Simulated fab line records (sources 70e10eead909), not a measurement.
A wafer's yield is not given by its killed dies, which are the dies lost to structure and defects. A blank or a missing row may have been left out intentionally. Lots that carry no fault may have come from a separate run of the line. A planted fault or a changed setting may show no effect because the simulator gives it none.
Matching of chambers + flow nand harc + NHARC_A_STAIRCASE_DEP_325 on pecvd-02: 3 sister chambers
The step deposits SiO2, target thk 7200 nm. 16 wafers are shown with their chamber, then 8 later ones without.

## WAFERS PAIRED WITH THEIR CHAMBERS
| wafer  | chamber | heater power w (W) |
|--------|---------|--------------------|
| L075.1 | 0       | 655                |
| L075.2 | 1       | 630                |
| L075.4 | 2       | 540                |
| L077.1 | 1       | 687                |
| L077.5 | 1       | 579                |
| L077.6 | 2       | 546                |
| L081.3 | 0       | 731                |
| L081.4 | 0       | 620                |
| L081.5 | 1       | 593                |
| L082.1 | 0       | 663                |
| L082.2 | 2       | 590                |
| L082.3 | 1       | 717                |
| L089.1 | 2       | 589                |
| L089.2 | 1       | 658                |
| L089.6 | 0       | 632                |
| L087.1 | 0       | 771                |

SIGNATURES, as means of the wafers listed above
| reading        | chamber 0 | chamber 1 | chamber 2 | scatter within a chamber |
|----------------|-----------|-----------|-----------|--------------------------|
| heater power w | 678.67    | 644.00    | 566.25    | 51.3                     |
Rule: a wafer's distance from a chamber is the root of the sum, over the readings, of the square of ((its reading less the chamber's mean) divided by the reading's scatter). The wafer belongs to the nearest chamber; if the next one is less than 2 further off, it can't be placed. How the scatter is found: for the shown wafers, subtract from each reading the mean of its chamber, square and add these, divide the total by (wafers less chambers), then take the root.

## WAFERS WITHOUT THEIR CHAMBER
| wafer  | heater power w (W) |
|--------|--------------------|
| L087.5 | 622                |
| L087.6 | 554                |
| L093.2 | 800                |
| L093.3 | 726                |
| L093.5 | 575                |
| L096.1 | 667                |
| L096.2 | 635                |
| L096.5 | 589                |

## WHICH CHAMBER EACH ONE RAN IN
| wafer  | from the rows above          | in truth |
|--------|------------------------------|----------|
| L087.5 | can't be placed: 1 or 2 or 0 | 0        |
| L087.6 | can't be placed: 2 or 1      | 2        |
| L093.2 | can't be placed: 0 or 1      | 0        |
| L093.3 | can't be placed: 0 or 1      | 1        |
| L093.5 | can't be placed: 2 or 1 or 0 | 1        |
| L096.1 | can't be placed: 0 or 1 or 2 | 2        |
| L096.2 | can't be placed: 1 or 0 or 2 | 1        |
| L096.5 | can't be placed: 2 or 1 or 0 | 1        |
Placed correctly: 0 of 8. Not placeable from these rows: 8 (in 8, the candidates include the true chamber). Placed wrongly: 0.
